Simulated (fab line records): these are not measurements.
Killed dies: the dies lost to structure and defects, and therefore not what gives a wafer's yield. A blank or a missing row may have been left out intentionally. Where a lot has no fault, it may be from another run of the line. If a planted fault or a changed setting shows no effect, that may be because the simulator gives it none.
Split-lot trial	flow n5-finfet	on a route of 1938 steps: 7 lots, 39 wafers read

ON THE SPLIT
At N5_PASSIVATION_DEVELOP_43 (develop time 60 s), the setting develop-time-s was moved away from the recipe's 60 s on 9 of the 39 wafers read, by -28.4% to +49.6%. For the rest of the wafers, this setting stayed at what the recipe calls for.

BETWEEN THE SPLIT AND THE READING: the file shows 1 step in between
- N5_PASSIVATION_HARDBAKE_45: time 120 s

THE READING
cd-nm (nm) at N5_PASSIVATION_CD_MEAS_44, where the cd target is 40000 nm. A value of 40001 nm with a standard deviation of 2.9 nm is what fault-free wafers of this fab line usually give.

wafer	tool, chamber at the split	develop-time-s as run, s	against the recipe	cd-nm, nm	against lot-mates on the recipe
L076.2	litho-track-03, 0	60	recipe	40001	-
L076.3	litho-track-03, 0	60	recipe	40001	-
L076.6	litho-track-03, 0	60	recipe	40001	-
L078.1	litho-track-03, 0	86.99	+45.0%	40012	+12
L078.2	litho-track-03, 0	60	recipe	40001	-
L078.3	litho-track-03, 0	60	recipe	39999	-
L078.4	litho-track-03, 0	86.99	+45.0%	40011	+11
L078.5	litho-track-03, 0	86.99	+45.0%	40014	+14
L078.6	litho-track-03, 0	60	recipe	39999	-
L084.1	litho-track-03, 0	60	recipe	40003	-
L084.2	litho-track-03, 0	60	recipe	40003	-
L084.3	litho-track-03, 0	60	recipe	40001	-
L084.4	litho-track-03, 0	60	recipe	40004	-
L084.5	litho-track-03, 0	60	recipe	40001	-
L084.6	litho-track-03, 0	60	recipe	40003	-
L090.1	litho-track-01, 0	60	recipe	39998	-
L090.2	litho-track-01, 0	60	recipe	40003	-
L090.3	litho-track-01, 0	89.75	+49.6%	40014	+13
L090.4	litho-track-01, 0	60	recipe	40001	-
L090.5	litho-track-01, 0	89.75	+49.6%	40018	+17
L090.6	litho-track-01, 0	89.75	+49.6%	40017	+16
L092.1	litho-track-03, 0	60	recipe	40002	-
L092.2	litho-track-03, 0	60	recipe	40003	-
L092.3	litho-track-03, 0	60	recipe	40004	-
L092.4	litho-track-03, 0	60	recipe	40003	-
L092.5	litho-track-03, 0	60	recipe	40003	-
L092.6	litho-track-03, 0	60	recipe	40000	-
L094.1	litho-track-01, 0	60	recipe	40004	-
L094.2	litho-track-01, 0	60	recipe	39998	-
L094.3	litho-track-01, 0	60	recipe	40001	-
L094.4	litho-track-01, 0	60	recipe	40004	-
L094.5	litho-track-01, 0	60	recipe	40001	-
L094.6	litho-track-01, 0	60	recipe	40004	-
L095.1	litho-track-03, 0	42.96	-28.4%	39982	-15
L095.2	litho-track-03, 0	42.96	-28.4%	39981	-16
L095.3	litho-track-03, 0	60	recipe	39994	-
L095.4	litho-track-03, 0	42.96	-28.4%	39982	-15
L095.5	litho-track-03, 0	60	recipe	39998	-
L095.6	litho-track-03, 0	60	recipe	39998	-

THE FIT
A straight line over all 39 wafers: cd-nm changes by +0.358 nm for each +1% of develop-time-s; r = +0.90; the points scatter about the line by 3.6 nm.
The same after taking each lot's own level away (the mean of its wafers on the recipe; 39 wafers): +0.344 nm for each +1%; r = +0.95; scatter 2.2 nm.
The reading moves by 17 nm for the largest change in develop-time-s, on that fit.
The lots' own levels span 39996.7 to 40002.5 nm, that is 2.0 times the standard deviation above.
Consequently the slope shifts little with the lot-to-lot level, the two slopes agreeing.
Check: +16.9 nm against its lot-mates is what the line predicts for one of the wafers moved furthest among these (+49.6%) when that wafer is left out of the fit. Against them it came out at +13.3 nm.

OTHER SPLITS ON THESE WAFERS
Before the reading, these wafers also passed through other splits. Each is held against what the fit with the lots' levels taken away leaves over:
other split on the same wafers	wafers away from the commonest value	r with cd-nm (lot level and that fit taken away)
N5_BEOL_M7_TRENCH_ETCH_37 time-s	15	+0.20
N5_BEOL_M9_CVD_78 target-thk-a	9	-0.19
N5_BEOL_M11_ILD_DEP_00 time-s	12	+0.05
N5_BEOL_M12_DEP_53 target-thk-a	12	+0.05

THE FILE'S OWN FIT
cd-nm changes by +0.337 nm for each +1% of develop-time-s, r = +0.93.
